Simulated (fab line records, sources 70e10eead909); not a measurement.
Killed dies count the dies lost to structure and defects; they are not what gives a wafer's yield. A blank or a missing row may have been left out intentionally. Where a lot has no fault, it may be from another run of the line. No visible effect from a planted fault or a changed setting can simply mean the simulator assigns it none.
Shared-tool check    flow nand-harc    1 lot, 3 wafers sampled

== WHY THIS WAS OPENED ==
At NHARC_END_SORT_01 the reading killed-dies is flagged on 1 of 1 lot. Wafers without a fault read 59, standard deviation 23.
Rule: a lot is flagged in two cases, either no wafer of it has a number, or all its wafers with numbers fall more than 4 standard deviations from that mean. The rest of the lots are taken to be sound.

lot   measured      on         killed-dies, wafer by wafer  flag
L122  day 28 01:38  prober-02  173 182 162                  FLAGGED
On average the flagged lots' numbers are 172, which is +113 against the usual, or +5 standard deviations.

== EACH LOT AND THE TOOL IT RAN ON ==
Before the reading, the record contains 3 process steps out of a 1302-step route. Cell contents, in order: the tool; ch with the chambers the sampled wafers went through; the start.
lot   flag     NHARC_A_STAIRCASE_DEP_151      NHARC_THIN_TSV_ETCH_15            NHARC_THIN_TSV_ETCHBACK_48
L122  FLAGGED  pecvd-02 ch 0,2, day 21 12:15  rie-si-06 ch 1,2,3, day 27 11:25  rie-diel-06 ch 0,1, day 27 12:50
What the steps here do:
- NHARC_A_STAIRCASE_DEP_151: deposits SiO2, target thk 7200 nm.
- NHARC_THIN_TSV_ETCH_15: target depth 3000 nm, bosch target overetch cycles 2, bosch etch step 2.8 s.
- NHARC_THIN_TSV_ETCHBACK_48: etches the open film in C4F8/Ar, target depth 1028.5 nm, time 405.17 s.
- NHARC_END_SORT_01

== FLAGGED OVER TOTAL, TOOL BY TOOL (the gauges that took the reading come last) ==
step                        tool         lots run  flagged  share of the flagged lots  sound lots run after its first flagged lot
NHARC_A_STAIRCASE_DEP_151   pecvd-02     1         1        all                        0
NHARC_THIN_TSV_ETCH_15      rie-si-06    1         1        all                        0
NHARC_THIN_TSV_ETCHBACK_48  rie-diel-06  1         1        all                        0
NHARC_END_SORT_01           prober-02    1         1        all                        0

== WHAT IS ALLOWED BY THE TABLE ==
4 rows of the table ran every flagged lot: pecvd-02 at NHARC_A_STAIRCASE_DEP_151, rie-si-06 at NHARC_THIN_TSV_ETCH_15, rie-diel-06 at NHARC_THIN_TSV_ETCHBACK_48, prober-02 at NHARC_END_SORT_01.
- pecvd-02 at NHARC_A_STAIRCASE_DEP_151: 1 of its 1 lot flagged. In this sample it ran no sound lot ahead of its first flagged lot, so there is no way to narrow down the start.
- rie-si-06 at NHARC_THIN_TSV_ETCH_15: 1 of its 1 lot flagged. In this sample it ran no sound lot ahead of its first flagged lot, so there is no way to narrow down the start.
- rie-diel-06 at NHARC_THIN_TSV_ETCHBACK_48: 1 of its 1 lot flagged. In this sample it ran no sound lot ahead of its first flagged lot, so there is no way to narrow down the start.
- prober-02 at NHARC_END_SORT_01: 1 of its 1 lot flagged. In this sample it ran no sound lot ahead of its first flagged lot, so there is no way to narrow down the start.
Counting lots can't tell these 4 tools apart, because each fits a fault that began at some hour. More lots, or a look at what each step does to the wafer, might.

== WHAT HAD BEEN PUT IN BY THE SIMULATOR ==
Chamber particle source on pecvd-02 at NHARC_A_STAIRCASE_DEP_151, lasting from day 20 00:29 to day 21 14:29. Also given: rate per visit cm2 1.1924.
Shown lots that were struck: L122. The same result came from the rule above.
